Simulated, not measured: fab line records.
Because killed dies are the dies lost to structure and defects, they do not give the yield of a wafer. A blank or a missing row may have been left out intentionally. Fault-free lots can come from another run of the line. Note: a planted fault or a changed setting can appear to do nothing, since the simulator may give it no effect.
Chamber matching | flow nandHarc | pecvd-04 running NHARC_A_STAIRCASE_DEP_322: 3 sister chambers
The step deposits SiO2, target thk 7200 nm. 14 wafers are shown with their chamber, then 7 later ones without.

## WAFERS, EACH WITH ITS CHAMBER
wafer  | chamber | heaterPowerOuterW (W) | heaterPowerW (W) | susceptorTempC (C)
L075.2 | 2       | 441                   | 740              | 399.98
L075.3 | 1       | 448                   | 756              | 400.07
L075.6 | 2       | 408                   | 689              | 399.74
L081.1 | 1       | 443                   | 736              | 400.58
L081.3 | 2       | 395                   | 658              | 400.01
L081.4 | 1       | 336                   | 607              | 400.41
L085.3 | 0       | 489                   | 783              | 400.21
L085.4 | 0       | 476                   | 778              | 399.92
L085.5 | 1       | 347                   | 598              | 400.05
L087.1 | 2       | 411                   | 672              | 399.86
L087.3 | 0       | 545                   | 853              | 399.98
L087.5 | 1       | 344                   | 619              | 400.03
L090.1 | 2       | 424                   | 706              | 399.68
L090.2 | 0       | 625                   | 957              | 400.23

SIGNATURES (means of the wafers above)
reading           | chamber 0 | chamber 1 | chamber 2 | scatter within a chamber
heaterPowerOuterW | 533.75    | 383.60    | 415.80    | 50.3
heaterPowerW      | 842.75    | 663.20    | 693.00    | 66.2
susceptorTempC    | 400.0850  | 400.2280  | 399.8540  | 0.193
Rule: for a wafer and a chamber, the distance is found by dividing, reading by reading, the gap between the wafer's reading and the chamber's mean by the reading's scatter, squaring, summing and taking the root. The wafer belongs to the nearest chamber; if the next one is less than 2 further off, it can't be placed. How the scatter is found: for the shown wafers, subtract from each reading the mean of its chamber, square and add these, divide the total by (wafers less chambers), then take the root.

## WAFERS WITH NO CHAMBER GIVEN
wafer  | heaterPowerOuterW (W) | heaterPowerW (W) | susceptorTempC (C)
L090.6 | 342                   | 611              | 400.22
L093.3 | 612                   | 939              | 400.29
L093.4 | 470                   | 768              | 400.28
L093.5 | 367                   | 647              | 399.77
L094.1 | 562                   | 869              | 399.91
L094.3 | 344                   | 629              | 399.98
L094.4 | 485                   | 772              | 399.89

## EACH ONE'S CHAMBER
wafer  | from the rows above          | in truth
L090.6 | can't be placed: 1 or 2      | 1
L093.3 | 0                            | 0
L093.4 | can't be placed: 0 or 1 or 2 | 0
L093.5 | can't be placed: 2 or 1      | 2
L094.1 | 0                            | 0
L094.3 | can't be placed: 1 or 2      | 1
L094.4 | can't be placed: 0 or 2 or 1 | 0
Placed correctly: 2 of 7. Can't be placed from these rows: 5 (the true chamber is among the candidates in 5). Wrongly placed: 0.
